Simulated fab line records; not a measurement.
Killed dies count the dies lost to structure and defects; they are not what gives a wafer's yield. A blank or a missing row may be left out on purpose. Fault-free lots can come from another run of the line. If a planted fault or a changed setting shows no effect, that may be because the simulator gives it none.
fab line records / flow nand_harc
record lots=6 wafers=18 last_day=21
route steps=1159 shown A_ONON_D1@426 END@1159
lots untouched by any fault: they come from a run of this same line in which no faults occurred
start_h: the number of hours between the record's first day and the start of the first shown wafer of the lot / wait_h: how many hours have passed since the lot's step before this one / " the same as in the row above / L1.1+2: a single row standing in for several wafers / - no value, or no start given / * or withheld: withheld / < > ~ a bound
route shown NAME@n: a module of which the file shows steps, and the number in the route of the first / usual: the fault-free wafers' mean and standard deviation / same: alike in all rows / chamber/n: place in a boat / sites: each site's reading / _std_site: the standard deviation of these / _edge_site: the outer-site mean with the inner-site mean subtracted / radius_mm: how far each site lies from the wafer's centre / mask NAME#n: copy n / behind: tool/chamber where the wafer was last shaped / hold: cause of the lot's hold/its duration in hours/its outcome / device: names the non-switching transistor (n, p or np) / end of line: tests of these same wafers at the route's end / where a step has no rows: the recipe by itself / killed: at the first sort, the dies lost to defects and structure; wafer yield is something else / map: dies across one wafer; x = killed, . = not, _ = none there
set.NAME: the setting that was run; set.NAME@STEP: the one run at that earlier step / model.NAME: the simulator's own value behind a step, which no gauge read
a table for each step, a row for each wafer; lots at some steps of the route
services: a tool's chamber out of use, with start hour (start_h, from the record's first day; less than 0 if before it), hours out, and reason
## steps
# step NHARC_A_ONON_D1_DEP_03
# recipe target_thk_a=10000 n2_flow_sccm=2750 n2o_flow_sccm=2000 nh3_flow_sccm=500 sih4_flow_sccm=210 temp_c=400
# step NHARC_A_ONON_D1_THK_MEAS_05
# recipe thk_meas_gauge=ellipsometry
# usual thk_nm=998/11
lot.wafer=L764.2 tool=film_metro-01 chamber=- start_h=151.30 wait_h=- thk_nm=970
lot.wafer=L764.3 tool=film_metro-01 chamber=- start_h=151.30 wait_h=- thk_nm=969
lot.wafer=L764.4 tool=film_metro-01 chamber=- start_h=151.30 wait_h=- thk_nm=969
lot.wafer=L765.2 tool=film_metro-02 chamber=- start_h=173.72 wait_h=- thk_nm=983
lot.wafer=L765.4 tool=film_metro-02 chamber=- start_h=173.72 wait_h=- thk_nm=983
lot.wafer=L765.5 tool=film_metro-02 chamber=- start_h=173.72 wait_h=- thk_nm=982
lot.wafer=L769.3 tool=film_metro-02 chamber=- start_h=188.69 wait_h=- thk_nm=988
lot.wafer=L769.4 tool=film_metro-02 chamber=- start_h=188.69 wait_h=- thk_nm=991
lot.wafer=L769.5 tool=film_metro-02 chamber=- start_h=188.69 wait_h=- thk_nm=988
lot.wafer=L771.1 tool=film_metro-02 chamber=- start_h=202.28 wait_h=- thk_nm=997
lot.wafer=L771.4 tool=film_metro-02 chamber=- start_h=202.28 wait_h=- thk_nm=997
lot.wafer=L771.5 tool=film_metro-02 chamber=- start_h=202.28 wait_h=- thk_nm=998
lot.wafer=L782.1 tool=film_metro-01 chamber=- start_h=267.46 wait_h=- thk_nm=1013
lot.wafer=L782.2 tool=film_metro-01 chamber=- start_h=267.46 wait_h=- thk_nm=1013
lot.wafer=L782.5 tool=film_metro-01 chamber=- start_h=267.46 wait_h=- thk_nm=1013
lot.wafer=L785.2 tool=film_metro-01 chamber=- start_h=279.39 wait_h=- thk_nm=1000
lot.wafer=L785.4 tool=film_metro-01 chamber=- start_h=279.39 wait_h=- thk_nm=999
lot.wafer=L785.5 tool=film_metro-01 chamber=- start_h=279.39 wait_h=- thk_nm=1000
# step NHARC_A_ONON_D1_DEP_06
# recipe target_thk_a=10000 n2_flow_sccm=2750 n2o_flow_sccm=2000 nh3_flow_sccm=500 sih4_flow_sccm=210 temp_c=400
# step NHARC_A_ONON_D1_THK_MEAS_08
# recipe thk_meas_gauge=ellipsometry
# usual thk_nm=998/9.3
lot.wafer=L764.2 tool=film_metro-01 chamber=- start_h=151.88 wait_h=- thk_nm=995
lot.wafer=L764.3 tool=film_metro-01 chamber=- start_h=151.88 wait_h=- thk_nm=998
lot.wafer=L764.4 tool=film_metro-01 chamber=- start_h=151.88 wait_h=- thk_nm=996
lot.wafer=L765.2 tool=film_metro-02 chamber=- start_h=174.30 wait_h=- thk_nm=998
lot.wafer=L765.4 tool=film_metro-02 chamber=- start_h=174.30 wait_h=- thk_nm=997
lot.wafer=L765.5 tool=film_metro-02 chamber=- start_h=174.30 wait_h=- thk_nm=998
lot.wafer=L769.3 tool=film_metro-01 chamber=- start_h=189.26 wait_h=- thk_nm=1002
lot.wafer=L769.4 tool=film_metro-01 chamber=- start_h=189.26 wait_h=- thk_nm=1000
lot.wafer=L769.5 tool=film_metro-01 chamber=- start_h=189.26 wait_h=- thk_nm=1000
lot.wafer=L771.1 tool=film_metro-02 chamber=- start_h=202.85 wait_h=- thk_nm=995
lot.wafer=L771.4 tool=film_metro-02 chamber=- start_h=202.85 wait_h=- thk_nm=995
lot.wafer=L771.5 tool=film_metro-02 chamber=- start_h=202.85 wait_h=- thk_nm=995
lot.wafer=L782.1 tool=film_metro-01 chamber=- start_h=268.03 wait_h=- thk_nm=984
lot.wafer=L782.2 tool=film_metro-01 chamber=- start_h=268.03 wait_h=- thk_nm=983
lot.wafer=L782.5 tool=film_metro-01 chamber=- start_h=268.03 wait_h=- thk_nm=986
lot.wafer=L785.2 tool=film_metro-02 chamber=- start_h=279.96 wait_h=- thk_nm=1000
lot.wafer=L785.4 tool=film_metro-02 chamber=- start_h=279.96 wait_h=- thk_nm=1001
lot.wafer=L785.5 tool=film_metro-02 chamber=- start_h=279.96 wait_h=- thk_nm=1000
# step NHARC_A_ONON_D1_DEP_09
# recipe target_thk_a=10000 n2_flow_sccm=2750 n2o_flow_sccm=2000 nh3_flow_sccm=500 sih4_flow_sccm=210 temp_c=400
# step NHARC_A_ONON_D1_THK_MEAS_11
# recipe thk_meas_gauge=ellipsometry
# usual thk_nm=1003/11
lot.wafer=L764.2 tool=film_metro-01 chamber=- start_h=152.45 wait_h=- thk_nm=1027
lot.wafer=L764.3 tool=film_metro-01 chamber=- start_h=152.45 wait_h=- thk_nm=1025
lot.wafer=L764.4 tool=film_metro-01 chamber=- start_h=152.45 wait_h=- thk_nm=1026
lot.wafer=L765.2 tool=film_metro-02 chamber=- start_h=174.86 wait_h=- thk_nm=1001
lot.wafer=L765.4 tool=film_metro-02 chamber=- start_h=174.86 wait_h=- thk_nm=1003
lot.wafer=L765.5 tool=film_metro-02 chamber=- start_h=174.86 wait_h=- thk_nm=1003
lot.wafer=L769.3 tool=film_metro-02 chamber=- start_h=189.82 wait_h=- thk_nm=983
lot.wafer=L769.4 tool=film_metro-02 chamber=- start_h=189.82 wait_h=- thk_nm=983
lot.wafer=L769.5 tool=film_metro-02 chamber=- start_h=189.82 wait_h=- thk_nm=982
lot.wafer=L771.1 tool=film_metro-02 chamber=- start_h=203.41 wait_h=- thk_nm=1006
lot.wafer=L771.4 tool=film_metro-02 chamber=- start_h=203.41 wait_h=- thk_nm=1004
lot.wafer=L771.5 tool=film_metro-02 chamber=- start_h=203.41 wait_h=- thk_nm=1005
lot.wafer=L782.1 tool=film_metro-01 chamber=- start_h=268.59 wait_h=- thk_nm=1009
lot.wafer=L782.2 tool=film_metro-01 chamber=- start_h=268.59 wait_h=- thk_nm=1010
lot.wafer=L782.5 tool=film_metro-01 chamber=- start_h=268.59 wait_h=- thk_nm=1008
lot.wafer=L785.2 tool=film_metro-01 chamber=- start_h=280.53 wait_h=- thk_nm=1013
lot.wafer=L785.4 tool=film_metro-01 chamber=- start_h=280.53 wait_h=- thk_nm=1014
lot.wafer=L785.5 tool=film_metro-01 chamber=- start_h=280.53 wait_h=- thk_nm=1015
# step NHARC_A_ONON_D1_DEP_12
# recipe target_thk_a=10000 n2_flow_sccm=2750 n2o_flow_sccm=2000 nh3_flow_sccm=500 sih4_flow_sccm=210 temp_c=400
# step NHARC_A_ONON_D1_THK_MEAS_14
# recipe thk_meas_gauge=ellipsometry
# usual thk_nm=1002/9.5
lot.wafer=L764.2 tool=film_metro-01 chamber=- start_h=153.02 wait_h=- thk_nm=1000
lot.wafer=L764.3 tool=film_metro-01 chamber=- start_h=153.02 wait_h=- thk_nm=1003
lot.wafer=L764.4 tool=film_metro-01 chamber=- start_h=153.02 wait_h=- thk_nm=1001
lot.wafer=L765.2 tool=film_metro-02 chamber=- start_h=175.46 wait_h=- thk_nm=1010
lot.wafer=L765.4 tool=film_metro-02 chamber=- start_h=175.46 wait_h=- thk_nm=1011
lot.wafer=L765.5 tool=film_metro-02 chamber=- start_h=175.46 wait_h=- thk_nm=1011
lot.wafer=L769.3 tool=film_metro-01 chamber=- start_h=190.39 wait_h=- thk_nm=1007
lot.wafer=L769.4 tool=film_metro-01 chamber=- start_h=190.39 wait_h=- thk_nm=1005
lot.wafer=L769.5 tool=film_metro-01 chamber=- start_h=190.39 wait_h=- thk_nm=1005
lot.wafer=L771.1 tool=film_metro-02 chamber=- start_h=203.98 wait_h=- thk_nm=979
lot.wafer=L771.4 tool=film_metro-02 chamber=- start_h=203.98 wait_h=- thk_nm=979
lot.wafer=L771.5 tool=film_metro-02 chamber=- start_h=203.98 wait_h=- thk_nm=978
lot.wafer=L782.1 tool=film_metro-01 chamber=- start_h=269.16 wait_h=- thk_nm=999
lot.wafer=L782.2 tool=film_metro-01 chamber=- start_h=269.16 wait_h=- thk_nm=996
lot.wafer=L782.5 tool=film_metro-01 chamber=- start_h=269.16 wait_h=- thk_nm=998
lot.wafer=L785.2 tool=film_metro-02 chamber=- start_h=281.10 wait_h=- thk_nm=1001
lot.wafer=L785.4 tool=film_metro-02 chamber=- start_h=281.10 wait_h=- thk_nm=998
lot.wafer=L785.5 tool=film_metro-02 chamber=- start_h=281.10 wait_h=- thk_nm=1001
# step NHARC_A_ONON_D1_ANNEAL_15
# recipe temp_c=750 time_s=3600
# step NHARC_A_ONON_D1_DEP_16
# recipe target_thk_a=10000 n2_flow_sccm=2750 n2o_flow_sccm=2000 nh3_flow_sccm=500 sih4_flow_sccm=210 temp_c=400
# step NHARC_A_ONON_D1_THK_MEAS_18
# recipe thk_meas_gauge=ellipsometry
# usual thk_nm=999/11
lot.wafer=L764.2 tool=film_metro-02 chamber=- start_h=162.31 wait_h=- thk_nm=980
lot.wafer=L764.3 tool=film_metro-02 chamber=- start_h=162.31 wait_h=- thk_nm=981
lot.wafer=L764.4 tool=film_metro-02 chamber=- start_h=162.31 wait_h=- thk_nm=980
lot.wafer=L765.2 tool=film_metro-02 chamber=- start_h=182.50 wait_h=- thk_nm=1009
lot.wafer=L765.4 tool=film_metro-02 chamber=- start_h=182.50 wait_h=- thk_nm=1010
lot.wafer=L765.5 tool=film_metro-02 chamber=- start_h=182.50 wait_h=- thk_nm=1009
lot.wafer=L769.3 tool=film_metro-02 chamber=- start_h=200.33 wait_h=- thk_nm=1008
lot.wafer=L769.4 tool=film_metro-02 chamber=- start_h=200.33 wait_h=- thk_nm=1009
lot.wafer=L769.5 tool=film_metro-02 chamber=- start_h=200.33 wait_h=- thk_nm=1010
lot.wafer=L771.1 tool=film_metro-01 chamber=- start_h=214.27 wait_h=- thk_nm=1022
lot.wafer=L771.4 tool=film_metro-01 chamber=- start_h=214.27 wait_h=- thk_nm=1021
lot.wafer=L771.5 tool=film_metro-01 chamber=- start_h=214.27 wait_h=- thk_nm=1023
lot.wafer=L782.1 tool=film_metro-02 chamber=- start_h=277.87 wait_h=- thk_nm=996
lot.wafer=L782.2 tool=film_metro-02 chamber=- start_h=277.87 wait_h=- thk_nm=996
lot.wafer=L782.5 tool=film_metro-02 chamber=- start_h=277.87 wait_h=- thk_nm=995
lot.wafer=L785.2 tool=film_metro-01 chamber=- start_h=288.24 wait_h=- thk_nm=994
lot.wafer=L785.4 tool=film_metro-01 chamber=- start_h=288.24 wait_h=- thk_nm=996
lot.wafer=L785.5 tool=film_metro-01 chamber=- start_h=288.24 wait_h=- thk_nm=992
# step NHARC_A_ONON_D1_DEP_19
# recipe target_thk_a=10000 n2_flow_sccm=2750 n2o_flow_sccm=2000 nh3_flow_sccm=500 sih4_flow_sccm=210 temp_c=400
# usual n2_flow_sccm=2750/7.6 nh3_flow_sccm=500.2/1.5
lot.wafer=L764.2 tool=pecvd_onon-04 chamber=0 start_h=162.42 wait_h=0.1 n2_flow_sccm=2753 nh3_flow_sccm=501.1
lot.wafer=L764.3 tool=pecvd_onon-04 chamber=0 start_h=162.42 wait_h=0.1 n2_flow_sccm=2746 nh3_flow_sccm=501.3
lot.wafer=L764.4 tool=pecvd_onon-04 chamber=0 start_h=162.42 wait_h=0.1 n2_flow_sccm=2752 nh3_flow_sccm=501.7
lot.wafer=L765.2 tool=pecvd_onon-01 chamber=0 start_h=182.62 wait_h=0.1 n2_flow_sccm=2761 nh3_flow_sccm=498.8
lot.wafer=L765.4 tool=pecvd_onon-01 chamber=0 start_h=182.62 wait_h=0.1 n2_flow_sccm=2754 nh3_flow_sccm=498.6
lot.wafer=L765.5 tool=pecvd_onon-01 chamber=0 start_h=182.62 wait_h=0.1 n2_flow_sccm=2741 nh3_flow_sccm=501.0
lot.wafer=L769.3 tool=pecvd_onon-04 chamber=0 start_h=200.51 wait_h=0.2 n2_flow_sccm=2753 nh3_flow_sccm=500.2
lot.wafer=L769.4 tool=pecvd_onon-04 chamber=0 start_h=200.51 wait_h=0.2 n2_flow_sccm=2748 nh3_flow_sccm=501.3
lot.wafer=L769.5 tool=pecvd_onon-04 chamber=0 start_h=200.51 wait_h=0.2 n2_flow_sccm=2738 nh3_flow_sccm=502.3
lot.wafer=L771.1 tool=pecvd_onon-01 chamber=0 start_h=214.46 wait_h=0.2 n2_flow_sccm=2752 nh3_flow_sccm=501.4
lot.wafer=L771.4 tool=pecvd_onon-01 chamber=0 start_h=214.46 wait_h=0.2 n2_flow_sccm=2748 nh3_flow_sccm=500.1
lot.wafer=L771.5 tool=pecvd_onon-01 chamber=0 start_h=214.46 wait_h=0.2 n2_flow_sccm=2763 nh3_flow_sccm=501.6
lot.wafer=L782.1 tool=pecvd_onon-01 chamber=0 start_h=277.93 wait_h=0.1 n2_flow_sccm=2743 nh3_flow_sccm=500.0
lot.wafer=L782.2 tool=pecvd_onon-01 chamber=0 start_h=277.93 wait_h=0.1 n2_flow_sccm=2752 nh3_flow_sccm=501.4
lot.wafer=L782.5 tool=pecvd_onon-01 chamber=0 start_h=277.93 wait_h=0.1 n2_flow_sccm=2746 nh3_flow_sccm=499.6
lot.wafer=L785.2 tool=pecvd_onon-01 chamber=0 start_h=288.35 wait_h=0.1 n2_flow_sccm=2750 nh3_flow_sccm=498.5
lot.wafer=L785.4 tool=pecvd_onon-01 chamber=0 start_h=288.35 wait_h=0.1 n2_flow_sccm=2746 nh3_flow_sccm=499.1
lot.wafer=L785.5 tool=pecvd_onon-01 chamber=0 start_h=288.35 wait_h=0.1 n2_flow_sccm=2745 nh3_flow_sccm=498.9
# step NHARC_A_ONON_D1_THK_MEAS_21
# recipe thk_meas_gauge=ellipsometry
# usual thk_nm=1004/8.5
lot.wafer=L764.2 tool=film_metro-02 chamber=- start_h=162.87 wait_h=- hold=- thk_nm=1009
lot.wafer=L764.3 tool=film_metro-02 chamber=- start_h=162.87 wait_h=- hold=- thk_nm=1012
lot.wafer=L764.4 tool=film_metro-02 chamber=- start_h=162.87 wait_h=- hold=- thk_nm=1011
lot.wafer=L765.2 tool=film_metro-02 chamber=- start_h=183.07 wait_h=- hold=- thk_nm=1002
lot.wafer=L765.4 tool=film_metro-02 chamber=- start_h=183.07 wait_h=- hold=- thk_nm=1005
lot.wafer=L765.5 tool=film_metro-02 chamber=- start_h=183.07 wait_h=- hold=- thk_nm=1002
lot.wafer=L769.3 tool=film_metro-01 chamber=- start_h=200.90 wait_h=- hold=- thk_nm=998
lot.wafer=L769.4 tool=film_metro-01 chamber=- start_h=200.90 wait_h=- hold=- thk_nm=1002
lot.wafer=L769.5 tool=film_metro-01 chamber=- start_h=200.90 wait_h=- hold=- thk_nm=1002
lot.wafer=L771.1 tool=film_metro-02 chamber=- start_h=214.97 wait_h=- hold=- thk_nm=993
lot.wafer=L771.4 tool=film_metro-02 chamber=- start_h=214.97 wait_h=- hold=- thk_nm=992
lot.wafer=L771.5 tool=film_metro-02 chamber=- start_h=214.97 wait_h=- hold=- thk_nm=993
lot.wafer=L782.1 tool=film_metro-01 chamber=- start_h=278.44 wait_h=- hold=await_dispo/0.2h/release thk_nm=1875
lot.wafer=L782.2 tool=film_metro-01 chamber=- start_h=278.44 wait_h=- hold=await_dispo/0.2h/release thk_nm=1877
lot.wafer=L782.5 tool=film_metro-01 chamber=- start_h=278.44 wait_h=- hold=await_dispo/0.2h/release thk_nm=1875
lot.wafer=L782.1 tool=film_metro-01 chamber=- start_h=278.61 wait_h=0.2 hold=- thk_nm=1875
lot.wafer=L782.2 tool=film_metro-01 chamber=- start_h=278.61 wait_h=0.2 hold=- thk_nm=1875
lot.wafer=L782.5 tool=film_metro-01 chamber=- start_h=278.61 wait_h=0.2 hold=- thk_nm=1877
lot.wafer=L785.2 tool=film_metro-01 chamber=- start_h=288.80 wait_h=- hold=await_dispo/0.2h/release thk_nm=1873
lot.wafer=L785.4 tool=film_metro-01 chamber=- start_h=288.80 wait_h=- hold=await_dispo/0.2h/release thk_nm=1873
lot.wafer=L785.5 tool=film_metro-01 chamber=- start_h=288.80 wait_h=- hold=await_dispo/0.2h/release thk_nm=1871
lot.wafer=L785.2 tool=film_metro-01 chamber=- start_h=288.98 wait_h=0.2 hold=- thk_nm=1872
lot.wafer=L785.4 tool=film_metro-01 chamber=- start_h=288.98 wait_h=0.2 hold=- thk_nm=1870
lot.wafer=L785.5 tool=film_metro-01 chamber=- start_h=288.98 wait_h=0.2 hold=- thk_nm=1874
# step NHARC_END_SORT_01
# recipe temp_c=25
# usual defect_limited_yield=95.3/1.5 killed_at_array=28/10 killed_at_other=0.6/1.1 killed_at_periphery=3.6/2.6 killed_dies=32/10 killed_open=3.3/1.8 killed_short=1.9/1.4 sort_bin_2_pct=1.5/0.61 sort_bin_3_pct=0.27/0.2 sort_bin_4_pct=3.0/1 sort_n_pass=645/10 sort_rim_yield_pct=97.3/1.9 sort_yield_pct=95.3/1.5
# same gross_dies=677 sort_bin_5_pct[%]=0 sort_bin_6_pct[%]=0 sort_bin_7_pct[%]=0 sort_bin_8_pct[%]=0 sort_rim_n_gross=106.00
lot.wafer=L769.3 tool=prober-02 chamber=0 start_h=458.85 wait_h=3.1 defect_limited_yield[%]=96.6 killed_at_array=19 killed_at_other=1 killed_at_periphery=3 killed_dies=23 killed_open=3 killed_short=2 sort_bin_2_pct[%]=1.0 sort_bin_3_pct[%]=0 sort_bin_4_pct[%]=2.4 sort_n_pass=654 sort_rim_yield_pct[%]=99.1 sort_yield_pct[%]=96.6
lot.wafer=L769.4 tool=prober-02 chamber=0 start_h=459.65 wait_h=3.4 defect_limited_yield[%]=95.3 killed_at_array=27 killed_at_other=0 killed_at_periphery=5 killed_dies=32 killed_open=7 killed_short=2 sort_bin_2_pct[%]=1.0 sort_bin_3_pct[%]=0.15 sort_bin_4_pct[%]=3.5 sort_n_pass=645 sort_rim_yield_pct[%]=95.3 sort_yield_pct[%]=95.3
lot.wafer=L769.5 tool=prober-02 chamber=0 start_h=460.45 wait_h=3.7 defect_limited_yield[%]=96.2 killed_at_array=20 killed_at_other=0 killed_at_periphery=6 killed_dies=26 killed_open=2 killed_short=1 sort_bin_2_pct[%]=1.0 sort_bin_3_pct[%]=0.15 sort_bin_4_pct[%]=2.7 sort_n_pass=651 sort_rim_yield_pct[%]=97.2 sort_yield_pct[%]=96.2
lot.wafer=L771.1 tool=prober-02 chamber=0 start_h=492.54 wait_h=2.5 defect_limited_yield[%]=94.8 killed_at_array=31 killed_at_other=0 killed_at_periphery=4 killed_dies=35 killed_open=4 killed_short=0 sort_bin_2_pct[%]=1.6 sort_bin_3_pct[%]=0.15 sort_bin_4_pct[%]=3.4 sort_n_pass=642 sort_rim_yield_pct[%]=98.1 sort_yield_pct[%]=94.8
lot.wafer=L771.4 tool=prober-02 chamber=0 start_h=494.94 wait_h=3.4 defect_limited_yield[%]=95.3 killed_at_array=26 killed_at_other=0 killed_at_periphery=6 killed_dies=32 killed_open=4 killed_short=1 sort_bin_2_pct[%]=1.3 sort_bin_3_pct[%]=0.15 sort_bin_4_pct[%]=3.2 sort_n_pass=645 sort_rim_yield_pct[%]=96.2 sort_yield_pct[%]=95.3
lot.wafer=L771.5 tool=prober-02 chamber=0 start_h=495.74 wait_h=3.7 defect_limited_yield[%]=96.5 killed_at_array=23 killed_at_other=0 killed_at_periphery=1 killed_dies=24 killed_open=0 killed_short=1 sort_bin_2_pct[%]=0.9 sort_bin_3_pct[%]=0.15 sort_bin_4_pct[%]=2.5 sort_n_pass=653 sort_rim_yield_pct[%]=100.0 sort_yield_pct[%]=96.5
# killed by level:class
L769.3 A_SLIT:chamber_film_flake=7 A_ZERO_WELL:chamber_film_flake=2 A_STAIRCASE:chamber_film_flake=2 A_CONTACT:chamber_film_flake=2 P_M0:geometric_particle:open=1 A_ONON_D1:geometric_particle:short=1 A_WL_FILL:geometric_particle:short=1 A_WL_FILL:geometric_particle:open=1
L769.4 A_SLIT:chamber_film_flake=7 A_CHANNEL_HOLE_D1:chamber_film_flake=5 A_CONTACT:chamber_film_flake=4 P_STI:geometric_particle:open=2 A_WL_FILL:geometric_particle:short=2 A_M0:geometric_particle:open=2 P_ZERO_WELL:chamber_film_flake=2 A_ZERO_WELL:chamber_film_flake=2
L769.5 A_SLIT:chamber_film_flake=9 A_STAIRCASE:chamber_film_flake=4 P_ZERO_WELL:chamber_film_flake=3 A_CONTACT:chamber_film_flake=2 P_STI:geometric_particle:short=1 A_ONON_D1:geometric_particle:open=1 A_M0:geometric_particle:open=1 P_STI:chamber_film_flake=1
L771.1 A_CHANNEL_HOLE_D1:chamber_film_flake=21 A_CHANNEL_FILL_D1:chamber_film_flake=3 A_CONTACT:chamber_film_flake=3 A_CHANNEL_FILL_D1:geometric_particle:open=2 P_M1:chamber_film_flake=2 P_M2:geometric_particle:open=1 A_SLIT:geometric_particle:open=1 P_GATE:chamber_film_flake=1
L771.4 A_CHANNEL_HOLE_D1:chamber_film_flake=16 A_CHANNEL_FILL_D1:chamber_film_flake=3 A_CONTACT:geometric_particle:open=2 P_GATE:chamber_film_flake=2 P_M1:chamber_film_flake=2 P_CONTACT:geometric_particle:open=1 A_CHANNEL_HOLE_D1:geometric_particle:open=1 A_SGD_CUT:geometric_particle:short=1
L771.5 A_CHANNEL_HOLE_D1:chamber_film_flake=12 A_CHANNEL_FILL_D1:chamber_film_flake=2 A_STAIRCASE:chamber_film_flake=2 A_WL_FILL:chamber_film_flake=2 A_CONTACT:chamber_film_flake=2 A_ONON_D1:geometric_particle:short=1 P_M1:chamber_film_flake=1 A_ZERO_WELL:chamber_film_flake=1
## services
tool=pecvd_onon-01 chamber=- start_h=195.24 hours=13.0 kind=pm
tool=pecvd_onon-04 chamber=- start_h=237.01 hours=13.0 kind=pm
## key
first_sign step=NHARC_A_ONON_D1_THK_MEAS_21 reading=visit direction=added
effect step=NHARC_A_ONON_D1_THK_MEAS_21 reading=thk_nm direction=up sigmas=99+ usual=1004 struck=1874
met_at NHARC_A_ONON_D1_DEP_19
struck_wafers L782.1,L782.2,L782.5,L785.2,L785.4,L785.5
scrapped_behind NHARC_A_ONON_D1_THK_MEAS_21 L782.1,L782.2,L782.5,L785.2,L785.4,L785.5
onset_between 214.46 277.93
also_fits time
fault kind=process_parameter_drift tool=pecvd_onon-01 chamber=0 onset_h=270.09 steps=NHARC_A_ONON_D1_DEP_19 channel=target_thk_a offset=* shape=step end_h=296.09 acts_in=* stated=*
